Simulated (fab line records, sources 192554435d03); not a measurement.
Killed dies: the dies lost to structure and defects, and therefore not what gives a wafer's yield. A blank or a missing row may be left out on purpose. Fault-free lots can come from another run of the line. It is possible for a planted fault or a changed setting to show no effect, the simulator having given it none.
A struck lot beside a sound one :: flow n5-finfet :: 35 out of 1938 route steps
Sound: these wafers, L956.3, L956.4, L956.5. Struck: wafers L955.3, L955.4 (left out: L955.1, a lot-mate that was not struck); the cause follows at the end.
Each step with rows lists, per side, the tool, then ch with its chambers, then its first start. Under that, the readings that differ: sound wafers :: struck wafers :: difference of the means :: sigmas: that difference in standard deviations of wafers without a fault.
alike: words and numbers the same on both sides, and readings whose means are apart by under 2 such deviations; not compared: readings that were withheld, readings missing a value for some wafer, numbers with overlapping values and no deviation given by the record, and bounds like >300 which may hide the same value.
Wherever a step has rows on one side only, a row that says differs or no value, or a row with sigmas, the two part there. Numbers that don't overlap but have no deviation are shown without sigmas and don't part them. A reading missing from all wafers of one side parts the sides only when that side holds two or more wafers.

first, 9 steps without rows for these wafers: N5_PMOS_HMC_CHANNEL_EPI_EPI_26 (deposits Si from SiH4/H2, target thk 3.8 nm, time 22.7 s); N5_FIN_SAQP_PRECLEAN_42 (cleans in O3/DIW, time 60 s); N5_FIN_SAQP_PRECLEAN_00 (cleans in SC1, time 60 s); N5_FIN_SAQP_PRECLEAN_44 (cleans in SC2, time 45 s); N5_FIN_SAQP_SRD_01 (time 30 s); N5_FIN_SAQP_ALD_61 (deposits SiO2, target thk 4 nm, pulse time 1 s, purge time 2 s); N5_FIN_SAQP_DENSIFY_62 (time 60 s); N5_FIN_SAQP_HM_DEP_03 (deposits SiNx from SiH4/NH3/N2, target thk 38 nm, time 33.6 s); N5_FIN_SAQP_PECVD_47 (deposits a-Si from SiH4/He, target thk 45 nm, time 36.3 s).
N5_FIN_SAQP_PECVD_48: deposits SiNx from SiH4/NH3/N2, target thk 25 nm, time 22.1 s.
  sound on pecvd-03 ch 0,2, day 4 03:08; struck on pecvd-01 ch 1, day 3 20:54
reading: model.SiNx_of_FIN_SAQP_PECVD_48.thk-nm (nm)
sound: 24.85 25.13 25.05
struck: 23.6 23.86
difference: -1.3
sigmas: 
  alike: heater-power-w, showerhead-plenum-p-Torr, throttle-valve-pct
then, 24 steps without rows for these wafers: N5_FIN_SAQP_PECVD_06 (deposits a-Si from SiH4/He, target thk 60 nm, time 48.1 s); N5_FIN_SAQP_HM_DEP_72 (deposits SiO2 from SiH4/N2O, target thk 12 nm, time 7.2 s); N5_FIN_SAQP_COAT_49 (time 60 s, resist thk 100 nm); N5_FIN_SAQP_COAT_50 (time 60 s, resist thk 35 nm); N5_FIN_SAQP_COAT_10 (resist thk 90 nm); N5_FIN_SAQP_EBR_12; N5_FIN_SAQP_SOFTBAKE_11 (time 60 s); N5_FIN_SAQP_EXPOSE_13 (exposes mask FIN CORE, target cd 35.6 nm); N5_FIN_SAQP_PEB_14 (peb time 60 s); N5_FIN_SAQP_DEVELOP_15 (develop time 30 s); N5_FIN_SAQP_DESCUM_21 (chemistry O2, time 7.9 s); N5_FIN_SAQP_ETCH_51 (etches SiARC in CF4, target depth 45.5 nm, time 75.8 s); N5_FIN_SAQP_ETCH_52 (etches SOC in N2/H2, target depth 100 nm, overetch 20 nm, time 150 s); N5_FIN_SAQP_STRIP_53 (strips in N2/H2); N5_FIN_SAQP_HM_OPEN_73 (chemistry CHF3/O2, target SiO2, stops on a-Si, target depth 12 nm, time 16.8 s); N5_FIN_SAQP_STRIP_74 (strips in CHF3/O2); N5_FIN_SAQP_MANDREL_ETCH_22 (etches a-Si in HBr/Cl2, stops on SiNx, target depth 60 nm, bt time 10 s, time 30 s); N5_FIN_SAQP_STRIP_55 (strips in N2/H2); N5_FIN_SAQP_STRIP_23 (strips in SPM, time 750 s); N5_FIN_SAQP_SRD_66 (time 30 s); N5_FIN_SAQP_RECESS_75 (chemistry HF/NH3, target SiO2, target depth 14.4 nm, afs cycles 3, sublimation time 60 s); N5_FIN_SAQP_SPACER1_ALD_24 (deposits SiO2, target thk 20.3 nm, pulse time 1 s, purge time 2 s); N5_FIN_SAQP_SPACER1_ETCHBACK_25 (etches SiO2 in CHF3/O2, target depth 24.4 nm, time 12.2 s); N5_FIN_SAQP_MANDREL1_REMOVE_56 (chemistry HBr/Cl2/O2, target a-Si, stops on SiNx, bt time 10 s).
N5_FIN_SAQP_ETCH_57: etches SiNx in CH3F/O2, target depth 32.5 nm, time 46.4 s.
  sound on rie-diel-03 ch 0,1,2, day 4 05:46; struck on rie-diel-06 ch 2,3, day 3 23:56
reading: model.etch.depth-nm (nm)
sound: 24.62 25.13 25.05
struck: 23.6 23.86
difference: -1.2
sigmas: 
  alike: drypump-motor-current-A, etch-rf-on-time-s, oes_ar_750_au, oes-product-au, rf-vpp-V, showerhead-plenum-p-Torr, throttle-valve-pct
  not compared: rf-hours-counter-h

WHERE THEY PART
Nowhere in this record.

WHY: what the simulator had put in
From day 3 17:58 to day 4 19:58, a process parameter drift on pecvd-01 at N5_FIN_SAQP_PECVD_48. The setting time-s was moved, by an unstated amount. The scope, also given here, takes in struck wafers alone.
